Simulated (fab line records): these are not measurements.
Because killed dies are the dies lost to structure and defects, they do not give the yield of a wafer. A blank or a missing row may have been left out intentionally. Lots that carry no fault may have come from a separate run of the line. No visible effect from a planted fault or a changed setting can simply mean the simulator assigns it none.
A single fault, viewed from 3 desks ; flow nand-harc ; each desk holds nothing but its own numbers, with what lay behind them at the end

## THE METROLOGY DESK
Lot by lot, what the gauges showed, no matter which tool ran the lot: averages of those sampled wafers that carry a number. A lot is out of limits, marked OUT, if its mean lies more than 4 standard deviations from the usual mean; the brackets give that distance.
Columns: A = overlay-x-nm at NHARC_P_M2_OVL_MEAS_10, usual 0.2 nm; B = overlay-y-nm at NHARC_P_M2_OVL_MEAS_10, usual -0.4 nm
lot;first seen here;A;B
L885;day 6 07:46;-1.0;-0.1
L886;day 6 20:28;-0.3;0.7
L888;day 7 17:25;0.2;0.7
L889;day 8 05:49;1.1;0.1
L891;day 9 01:54;-0.7;-0.3
L892;day 9 14:40;-1.7;-1.1
L893;day 10 03:23;-0.8;0.1
L894;day 10 08:53;1.2;-0.2
L896;day 11 02:26;1.0;-0.9
L898;day 12 11:14;45.6 (+49) OUT;0.7
L905;day 14 16:16;-0.7;-2.1
L908;day 15 22:39;0.2;0.1
This desk's finding: out of limits on L898; first on L898, day 12 11:14 (overlay-x-nm at NHARC_P_M2_OVL_MEAS_10). In limits: L885, L886, L888, L889, L891, L892, L893, L894, L896, L905, L908.

## THE DEFECT DESK
What the inspections along the route counted, lot by lot: means of the sampled wafers that have a number. A lot is out of limits, marked OUT, if its mean lies more than 4 standard deviations from the usual mean; the brackets give that distance.
Columns: A = raw-defect-count at NHARC_P_M1_INSPECT_27, usual 268; B = raw-defect-count at NHARC_P_M2_INSPECT_11, usual 5
lot;first seen here;A;B
L885;day 6 06:17;203;3
L886;day 6 18:59;203;4
L888;day 7 16:04;225;5
L889;day 8 04:20;176;14
L891;day 9 00:26;352;4
L892;day 9 13:01;260;6
L893;day 9 20:49;262;3
L894;day 10 07:25;239;4
L896;day 11 00:58;328;6
L898;day 12 09:51;213;5
L905;day 14 14:46;495;4
L908;day 15 21:10;352;6
Finding of this desk: none of the 12 lots has anything out of limits.

## FOR THE TOOL OWNER'S DESK: arfi-scanner-03
The tool's own readings at NHARC_P_M2_EXPOSE_06 (exposes mask P M2, target cd 170 nm): means of the sampled wafers that have a number, for each lot that ran on this tool. A lot is out of limits, marked OUT, if its mean lies more than 4 standard deviations from the usual mean; the brackets give that distance.
Columns: A = stage-vel-mm-s at NHARC_P_M2_EXPOSE_06, usual 499.96 mm/s
lot;first seen here;A
L885;day 6 07:32;499.55
L889;day 8 05:35;499.92
L891;day 9 01:40;499.66
L893;day 10 03:08;500.03
L898;day 12 11:00;500.24
Finding of this desk: none of the 5 lots has anything out of limits.

## BROUGHT TOGETHER
An alarm was possible from the metrology desk at day 12 11:14, on L898.
Nothing the defect desk looked at was out of limits.
Nothing out of limits was seen by the tool owner's desk.
The defect desk has L898 on record, within its limits.
Tool owner's desk: L898 on record, inside its limits.
Of the lots named, all ran NHARC_P_M2_EXPOSE_06 on arfi-scanner-03.

## WHAT WAS PUT IN BY THE SIMULATOR
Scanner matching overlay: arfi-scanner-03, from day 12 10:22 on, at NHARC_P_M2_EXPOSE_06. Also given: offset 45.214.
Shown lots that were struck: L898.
Delay in hours, fault start to first out-of-limits reading, per desk: metrology desk 1.
